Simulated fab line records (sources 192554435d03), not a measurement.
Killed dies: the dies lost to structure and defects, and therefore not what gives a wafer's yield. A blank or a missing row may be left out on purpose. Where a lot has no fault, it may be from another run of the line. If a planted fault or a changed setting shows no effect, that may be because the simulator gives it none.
Chamber matching + flow n5Finfet + N5_BEOL_M11_CURE_71 on uvCure-01: 3 sister chambers
The step cures SiCOH lowk, time 240 s. 14 wafers are shown with their chamber, then 7 later ones without.

EACH WAFER AND ITS CHAMBER
| wafer  | chamber | wafer_temp_C_max | lampPowerPct (%) |
|--------|---------|------------------|------------------|
| L075.1 | 0       | 386.2            | 52.21            |
| L075.4 | 0       | 386.1            | 52.29            |
| L075.5 | 0       | 385.9            | 52.40            |
| L078.3 | 0       | 386.4            | 52.29            |
| L078.5 | 0       | 386.2            | 52.32            |
| L078.6 | 0       | 386.0            | 52.33            |
| L077.2 | 2       | 386.8            | 52.34            |
| L077.5 | 2       | 388.0            | 52.36            |
| L077.6 | 2       | 387.1            | 52.29            |
| L081.1 | 2       | 387.0            | 52.35            |
| L081.3 | 2       | 386.7            | 52.25            |
| L081.5 | 2       | 387.6            | 52.37            |
| L087.1 | 1       | 387.3            | 52.39            |
| L087.3 | 1       | 386.8            | 52.26            |

SIGNATURES (averages over the wafers above)
| reading          | chamber 0 | chamber 1 | chamber 2 | scatter within a chamber |
|------------------|-----------|-----------|-----------|--------------------------|
| wafer_temp_C_max | 386.133   | 387.050   | 387.200   | 0.374                    |
| lampPowerPct     | 52.3067   | 52.3250   | 52.3267   | 0.0593                   |
Rule: for each reading, subtract the chamber's mean from the wafer's reading, divide by that reading's scatter and square the result; add these up over the readings and take the root, which gives the wafer's distance from the chamber. If the next closest chamber is less than 2 further off than the closest, the wafer can't be placed; otherwise it belongs to the closest. How the scatter is found: for the shown wafers, subtract from each reading the mean of its chamber, square and add these, divide the total by (wafers less chambers), then take the root.

WAFERS MISSING THEIR CHAMBER
| wafer  | wafer_temp_C_max | lampPowerPct (%) |
|--------|------------------|------------------|
| L087.5 | 386.4            | 52.22            |
| L086.1 | 386.7            | 52.32            |
| L086.2 | 386.8            | 52.24            |
| L086.3 | 386.4            | 52.36            |
| L097.1 | 386.6            | 52.40            |
| L097.2 | 386.3            | 52.26            |
| L097.3 | 386.4            | 52.31            |

THE CHAMBER EACH PASSED THROUGH
| wafer  | from the rows above          | in truth |
|--------|------------------------------|----------|
| L087.5 | can't be placed: 0 or 1 or 2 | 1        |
| L086.1 | can't be placed: 1 or 2 or 0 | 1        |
| L086.2 | can't be placed: 1 or 2 or 0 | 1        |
| L086.3 | can't be placed: 0 or 1 or 2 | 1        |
| L097.1 | can't be placed: 1 or 0 or 2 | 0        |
| L097.2 | can't be placed: 0 or 1 or 2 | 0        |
| L097.3 | can't be placed: 0 or 1 or 2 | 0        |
Placed correctly: 0 of 7. These rows do not allow placing 7 (true chamber among the candidates in 7). Number placed wrongly: 0.
